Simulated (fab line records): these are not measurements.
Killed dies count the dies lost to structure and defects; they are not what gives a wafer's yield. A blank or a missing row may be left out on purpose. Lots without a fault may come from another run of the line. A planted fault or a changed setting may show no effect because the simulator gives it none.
8D (eight disciplines) problem report, filled in by code || flow nand-harc || the parts of the form that need people (team, actions taken, sign-off) are left out

1. WHAT IS WRONG
killed-at-array at NHARC_END_SORT_01 reads a mean of 104 on 2 wafers of 2 lots; wafers without a fault read 28 with a standard deviation of 11. Relative to the usual mean, that is a shift of +7.0 standard deviations.
First observed at day 24 08:51: wafer L160.6, on prober-02. At this step, 6 wafers from 2 lots have a number in the record. Rule for "out" (also "out of limits"): further than 4 standard deviations from the usual mean. The rest of the wafers with a number are treated as sound.

2. WHAT IT IS; WHAT IT IS NOT
{"question": "which readings at this step", "is": "killed-at-array, killed-dies", "is not": "killed-at-other, killed-at-periphery, killed-open, killed-short"}
{"question": "which lots", "is": "L157, L160", "is not": "-"}
{"question": "which wafers of those lots", "is": "L157.6, L160.6", "is not": "L157.4, L157.5, L160.2, L160.5"}
{"question": "read on which gauges", "is": "prober-01, prober-02", "is not": "-"}
{"question": "when", "is": "from day 24 08:51", "is not": "up to then (2 sound wafers); but 2 sound wafers of L157 came after"}

3. THE SUSPECTS, EACH WITH WHAT RULES IT OUT
Counting: if a tool at a process step up to the reading ran every lot that is out, it stays a suspect. Sound lots after the first of them don't rule it out here, since some wafers of a struck lot are sound.
- the gauge at NHARC_END_SORT_01 is ruled out. 2 gauges (prober-01, prober-02) read the wafers that are out.
- rie-diel-09 at NHARC_A_STAIRCASE_TRIM_12 (chemistry O2, time 211.2 s): kept. It ran every lot that is out, first L160 (day 13 21:05).
- rie-diel-03 at NHARC_A_BONDPAD_ETCH_34 (etches the open film in N2/H2, target depth 60 nm, overetch 18 nm, time 65.91 s): kept. It ran every lot that is out, first L160 (day 22 21:50).
- rie-diel-05 at NHARC_THIN_TSV_ETCH_44 (etches the open film in CF4/O2, target depth 1594.2 nm, time 797.1 s): kept. It ran every lot that is out, first L160 (day 23 15:47).
- rie-diel-09, NHARC_A_STAIRCASE_TRIM_12: wafers that are out in chamber 1, sound lot-mates in chambers 0, 2, 3.
- Within rie-diel-03 at NHARC_A_BONDPAD_ETCH_34: the wafers that are out ran in chambers 0, 2; their sound lot-mates ran in chambers 1, 3.
After the count, these remain: rie-diel-09 at NHARC_A_STAIRCASE_TRIM_12, rie-diel-03 at NHARC_A_BONDPAD_ETCH_34 and rie-diel-05 at NHARC_THIN_TSV_ETCH_44.

4. THE CAUSE (what the simulator had put in)
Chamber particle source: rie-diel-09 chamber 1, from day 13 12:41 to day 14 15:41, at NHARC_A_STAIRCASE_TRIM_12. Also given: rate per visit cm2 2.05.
Counting left 3 suspects, and this tool is among them.

5. SEQUENCE OF EFFECTS, ordered by route
Each row: a reading where the mean over the struck wafers with a number is more than 3 standard deviations away from the usual. Scope: only readings with a usual standard deviation given in the record; hours: median across lots of the time from each lot's start at the first step in this table that gives one to its start at this step; sigmas: change in usual standard deviations.
{"hours": 0, "step": "NHARC_END_SORT_01", "reading": "killed-at-array", "usual": 28, "on struck wafers": 104, "change": "+76", "sigmas": "+7.0"}
{"hours": 0, "step": "NHARC_END_SORT_01", "reading": "killed-dies", "usual": 31, "on struck wafers": 107, "change": "+76", "sigmas": "+6.9"}

6. WHAT WOULD HAVE CAUGHT IT SOONER
The first out-of-limits reading at a measuring or inspecting step in this record came at day 24 08:51, 260 hours after the fault's start at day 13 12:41.
An alarm limit of 4 standard deviations would not have fired on the tool readings at NHARC_A_STAIRCASE_TRIM_12 for which the record gives a usual standard deviation, since none of them was out on any struck wafer.
All the lots that are out (2) had begun NHARC_A_STAIRCASE_TRIM_12 on rie-diel-09 by day 24 08:51. Holding the tool at that point would not have protected any of them.
